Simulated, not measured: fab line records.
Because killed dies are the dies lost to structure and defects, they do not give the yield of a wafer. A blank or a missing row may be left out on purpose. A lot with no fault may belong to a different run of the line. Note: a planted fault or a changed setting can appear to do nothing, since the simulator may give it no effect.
Check of tool commonality    flow nandHarc    Sample size 2 lots and 6 wafers

== WHAT PROMPTED THE OPENING ==
Flagged at NHARC_END_SORT_01: reading killedAtArray, on 2 of 2 lots. Wafers without a fault read 26, standard deviation 8.6.
Rule: a lot is flagged when every wafer of it that has a number lies more than 4 standard deviations from that mean, or none has a number. The other lots count as sound.

lot   measured      on         killedAtArray, wafer by wafer  flag
L459  day 22 08:11  prober-01  674 673 669                    FLAGGED
L458  day 22 18:18  prober-02  675 673 671                    FLAGGED
On average the flagged lots' numbers are 672, which is +646 against the usual, or +75 standard deviations.

== TOOL THAT RAN EACH LOT ==
4 process steps preceding the reading are held in the record, out of 1159 steps in the route. Every cell lists first the tool, next ch and the chambers used by the sampled wafers, and last the start.
lot   flag     NHARC_A_CONTACT_ETCH_50                       NHARC_A_CONTACT_ETCH_120            NHARC_A_CONTACT_ETCH_121            NHARC_A_CONTACT_STRIP_55
L459  FLAGGED  rieDiel-13 ch 0,2,3, day 19 15:46 or earlier  harCapEtch-01 ch 0,1, day 19 15:46  harCapEtch-01 ch 0,1, day 19 15:51  rieDiel-07 ch 1,2,3, day 19 17:49
L458  FLAGGED  rieDiel-07 ch 0,1,3, day 19 19:16 or earlier  harCapEtch-03 ch 0,1, day 19 19:16  harCapEtch-03 ch 0,1, day 19 19:23  rieDiel-13 ch 1,2, day 19 21:01
What is done by these steps:
- NHARC_A_CONTACT_ETCH_50: etches the open film in CF4/CHF3, target depth 84.7 nm, time 42.4 s.
- NHARC_A_CONTACT_ETCH_120: etches the open film in C4F8/O2/Ar, time 94 s, target depth 922 nm.
- NHARC_A_CONTACT_ETCH_121: etches the open film in C4F8/O2/Ar, time 94 s, target depth 922 nm.
- NHARC_A_CONTACT_STRIP_55: strips in O2.
- NHARC_END_SORT_01

== FLAGGED OVER TOTAL, TOOL BY TOOL (the gauges that took the reading come last) ==
step                      tool           lots run  flagged  share of the flagged lots  sound lots run after its first flagged lot
NHARC_A_CONTACT_ETCH_50   rieDiel-07     1         1        some                       0
NHARC_A_CONTACT_ETCH_50   rieDiel-13     1         1        some                       0
NHARC_A_CONTACT_ETCH_120  harCapEtch-01  1         1        some                       0
NHARC_A_CONTACT_ETCH_120  harCapEtch-03  1         1        some                       0
NHARC_A_CONTACT_ETCH_121  harCapEtch-01  1         1        some                       0
NHARC_A_CONTACT_ETCH_121  harCapEtch-03  1         1        some                       0
NHARC_A_CONTACT_STRIP_55  rieDiel-07     1         1        some                       0
NHARC_A_CONTACT_STRIP_55  rieDiel-13     1         1        some                       0
NHARC_END_SORT_01         prober-01      1         1        some                       0
NHARC_END_SORT_01         prober-02      1         1        some                       0
NHARC_A_CONTACT_ETCH_50: start missing for some lots; hours and lot order therefore follow NHARC_A_CONTACT_ETCH_120.

== WHAT THE TABLE ALLOWS ==
No row of the table ran every flagged lot.

== WHAT HAD BEEN PUT IN BY THE SIMULATOR ==
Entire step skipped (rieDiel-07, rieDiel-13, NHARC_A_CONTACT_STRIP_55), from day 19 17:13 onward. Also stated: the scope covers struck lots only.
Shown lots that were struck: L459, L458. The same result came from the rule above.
